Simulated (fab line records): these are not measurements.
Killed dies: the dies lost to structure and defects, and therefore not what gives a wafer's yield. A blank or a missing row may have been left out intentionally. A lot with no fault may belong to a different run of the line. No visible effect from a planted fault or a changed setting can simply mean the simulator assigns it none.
Matching of chambers    flow nand-harc    4 sister chambers for NHARC_P_M1_STRIP_18 on rie-diel-10
The step strips in N2/H2. 4 wafers are shown with their chamber, then 8 later ones without.

== WAFERS, EACH WITH ITS CHAMBER ==
wafer   chamber  drypump-motor-current-A (A)
L087.4  1        5.1
L088.6  3        5.9
L090.6  0        6.0
L091.1  2        5.2

== WAFERS WHOSE CHAMBER IS MISSING ==
wafer   drypump-motor-current-A (A)
L091.2  5.9
L091.3  5.1
L093.2  6.0
L093.3  5.3
L093.4  5.9
L096.2  5.1
L096.4  6.0
L096.5  6.0

== THE CHAMBER EACH PASSED THROUGH ==
wafer   from the rows above  in truth
L091.2  3                    3
L091.3  1                    1
L093.2  0                    0
L093.3  2                    2
L093.4  3                    3
L096.2  1                    1
L096.4  0                    0
L096.5  0                    0
Placed correctly: 8 of 8. Not placeable from these rows: 0. Placed wrongly: 0.
How it was worked out, from the rows above alone: a wafer's distance from a chamber is the root of the sum, over the readings, of the square of ((its reading less the chamber's mean) divided by the reading's scatter). If the next closest chamber is less than 2 further off than the closest, the wafer can't be placed; otherwise it belongs to the closest. Each chamber's mean is taken over the wafers shown for it. The scatter (one wafer shown for each chamber): square how far every hidden wafer sits from the nearest shown wafer, average those squares and take the square root.
